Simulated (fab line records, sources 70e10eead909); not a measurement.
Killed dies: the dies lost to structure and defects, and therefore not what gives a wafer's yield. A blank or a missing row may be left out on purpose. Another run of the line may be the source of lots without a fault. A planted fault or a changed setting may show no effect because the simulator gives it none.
Comparing a struck lot with a sound one ; flow nand harc ; 15 steps out of a route of 1302
Sound: these wafers, L916.2, L916.3, L916.5. Struck: wafers L934.4, L934.5. (L934.6 of the same lot was not struck and is left out.) The cause comes at the end.
At each step with rows: each side's tool, then ch and its chambers, then its first start. Under that, the readings that differ: sound wafers ; struck wafers ; difference of the means ; sigmas: that difference in standard deviations of wafers without a fault.
alike: same words and numbers on both sides, and readings whose means sit less than 2 such deviations apart. not compared: any withheld reading, any reading some wafer has no value for, any bound like >300 that may hide the same value, and any number with overlapping values for which the record gives no deviation.
A row with sigmas, a row that says differs or no value, or rows on one side alone: a step with any of these is where the two part. Non-overlapping numbers with no deviation appear without sigmas and do not part them. Lack of a reading on every wafer of one side parts them only where that side has two or more wafers.

NHARC_A_M1_INSPECT_11:
  sound on defect inspect-01 at day 23 14:01; struck on defect inspect-01 at day 31 06:12
  alike: raw defect count
NHARC_A_M1_DESCUM_14: chemistry O2, time 3 s.
  sound on rie diel-12 ch 1,3, day 23 14:05; struck on rie diel-12 ch 2,3, day 31 06:17
  alike: chamber pressure mTorr, drypump motor current A, oes product au, rf vpp V, showerhead plenum p Torr, throttle valve pct
  not compared: rf hours counter h
NHARC_A_M1_ETCH_35: etches the open film in N2/H2, target depth 40 nm, overetch 12 nm, time 43.94 s.
  sound on rie diel-12 ch 0,2,3, day 23 14:10; struck on rie diel-12 ch 1,2, day 31 06:23
  alike: chamber pressure mTorr, drypump motor current A, oes product au, rf vpp V, showerhead plenum p Torr, throttle valve pct
  not compared: rf hours counter h
NHARC_A_M1_ETCH_15: etches the open film in C4F8/Ar, target depth 182.5 nm, time 91.2 s.
  sound on rie diel-12 ch 1,2,3; struck on rie diel-12 ch 1,2
  alike: chamber pressure mTorr, oes product au, rf vpp V
  not compared: rf hours counter h
NHARC_A_M1_CD_MEAS_16:
  sound on cd sem-03 at day 23 14:23; struck on cd sem-01 at day 31 06:37
  alike: cd nm
then, 1 step without rows for these wafers: NHARC_A_M1_STRIP_18 (strips in N2/H2).
NHARC_A_M1_ETCH_28: etches the open film in CF4/N2, target depth 30 nm, time 72.99 s.
  sound on rie diel-10 ch 0,2,3; struck on rie diel-10 ch 0,1
  alike: chamber pressure mTorr, drypump motor current A, oes product au, rf vpp V, showerhead plenum p Torr, throttle valve pct
  not compared: rf hours counter h
then, 5 steps without rows for these wafers: NHARC_A_M1_STRIP_19 (strips in post etch residue remover, time 600 s); NHARC_A_M1_DEGAS_29 (time 60 s); NHARC_A_M1_PRE_CLEAN_30 (time 30 s); NHARC_A_M1_PVD_20 (deposits TaN, target thk 5 nm, time 8.06 s); NHARC_A_M1_PVD_21 (deposits Cu, target thk 30 nm, time 20.49 s).
NHARC_A_M1_ECD_22: material Cu, target thk 400 nm.
  sound on ecd cu-01 ch 0, day 23 15:26; struck on ecd cu-01 ch 0, day 31 07:51
  alike: bath heat duty pct
NHARC_A_M1_ANNEAL_31: time 90 s.
  sound on rtp anneal-02 ch 0, day 23 15:52; struck on rtp anneal-02 ch 0, day 31 08:14
  alike: wafer_temp_C_max
NHARC_A_M1_CMP_23: polishes, t overpolish 20 s, target thk 154.34 nm.
  sound on cmp-01 ch 2,3, day 23 16:10; struck on cmp-03 ch 0,2, day 31 08:35
reading;sound;struck;difference;sigmas
time to endpoint s (s);24.0 26.6 25.3;13.7 14.1;-11.4;-5
  alike: motor current A

WHERE THEY PART
NHARC_A_M1_CMP_23 only, going by this record.

WHY: whatever the simulator had introduced
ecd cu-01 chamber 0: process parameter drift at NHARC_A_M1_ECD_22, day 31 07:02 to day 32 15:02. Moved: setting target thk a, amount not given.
